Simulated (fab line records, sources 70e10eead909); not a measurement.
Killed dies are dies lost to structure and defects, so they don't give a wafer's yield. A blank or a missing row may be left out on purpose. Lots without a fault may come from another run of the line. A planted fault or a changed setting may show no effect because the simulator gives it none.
Tool commonality check | flow nand_harc | 2 lots, 6 wafers sampled

WHY IT WAS OPENED
At NHARC_END_SORT_01 the reading killed_at_periphery is flagged on 2 of 2 lots. Wafers without a fault read 3.8, standard deviation 2.8.
Rule: a lot is flagged when every wafer of it that has a number lies more than 4 standard deviations from that mean, or none has a number. The other lots count as sound.

lot  | measured     | on        | killed_at_periphery, wafer by wafer | flag
L749 | day 30 09:19 | prober-02 | 68 52 32                            | FLAGGED
L751 | day 31 17:06 | prober-01 | 76 37 61                            | FLAGGED
The numbers of the flagged lots are 54.3 on average: +50.5 against the usual, or +18 standard deviations.

WHICH TOOL RAN EACH LOT
The record holds 4 process steps before the reading, out of a route of 1302 steps. In each cell: the tool, then ch and the chambers that the sampled wafers went through, then the start.
lot  | flag    | NHARC_P_M1_STRIP_19                 | NHARC_A_BONDPAD_ETCH_24                       | NHARC_THIN_TSV_DEP_47         | NHARC_THIN_TSV_DEGAS_53
L749 | FLAGGED | wet_bench-10 ch 4,5,6, day 12 16:53 | rie_diel-05 ch 0,3, day 29 19:53 or earlier   | pecvd-03 ch 0,1, day 29 19:53 | pvd_sputter-01, day 29 22:47
L751 | FLAGGED | wet_bench-10 ch 0,1,4, day 13 11:01 | rie_diel-03 ch 0,1,2, day 31 00:33 or earlier | pecvd-03 ch 0,1, day 31 00:33 | pvd_sputter-03, day 31 03:31
What these steps do:
- NHARC_P_M1_STRIP_19: strips in post etch residue remover, time 600 s.
- NHARC_A_BONDPAD_ETCH_24: etches the open film in CF4/N2, target depth 30 nm, time 72.99 s.
- NHARC_THIN_TSV_DEP_47: deposits SiO2, target thk 200 nm.
- NHARC_THIN_TSV_DEGAS_53: time 60 s.
- NHARC_END_SORT_01

FLAGGED OVER TOTAL, TOOL BY TOOL (the gauges that took the reading come last)
step                    | tool           | lots run | flagged | share of the flagged lots | sound lots run after its first flagged lot
NHARC_P_M1_STRIP_19     | wet_bench-10   | 2        | 2       | all                       | 0
NHARC_A_BONDPAD_ETCH_24 | rie_diel-03    | 1        | 1       | some                      | 0
NHARC_A_BONDPAD_ETCH_24 | rie_diel-05    | 1        | 1       | some                      | 0
NHARC_THIN_TSV_DEP_47   | pecvd-03       | 2        | 2       | all                       | 0
NHARC_THIN_TSV_DEGAS_53 | pvd_sputter-01 | 1        | 1       | some                      | 0
NHARC_THIN_TSV_DEGAS_53 | pvd_sputter-03 | 1        | 1       | some                      | 0
NHARC_END_SORT_01       | prober-01      | 1        | 1       | some                      | 0
NHARC_END_SORT_01       | prober-02      | 1        | 1       | some                      | 0
NHARC_A_BONDPAD_ETCH_24 gives no start for some lots, so the hours and the order of its lots are those of NHARC_THIN_TSV_DEP_47.

WHAT THE TABLE ALLOWS
2 rows of the table ran every flagged lot: wet_bench-10 at NHARC_P_M1_STRIP_19, pecvd-03 at NHARC_THIN_TSV_DEP_47.
- wet_bench-10 at NHARC_P_M1_STRIP_19: 2 of its 2 lots flagged. It ran no sound lot before its first flagged lot in this sample, so the start can't be narrowed down.
- pecvd-03 at NHARC_THIN_TSV_DEP_47: 2 of its 2 lots flagged. It ran no sound lot before its first flagged lot in this sample, so the start can't be narrowed down.
Counting lots can't tell these 2 tools apart, because each fits a fault that began at some hour. More lots, or a look at what each step does to the wafer, might.

WHAT THE SIMULATOR HAD PUT IN
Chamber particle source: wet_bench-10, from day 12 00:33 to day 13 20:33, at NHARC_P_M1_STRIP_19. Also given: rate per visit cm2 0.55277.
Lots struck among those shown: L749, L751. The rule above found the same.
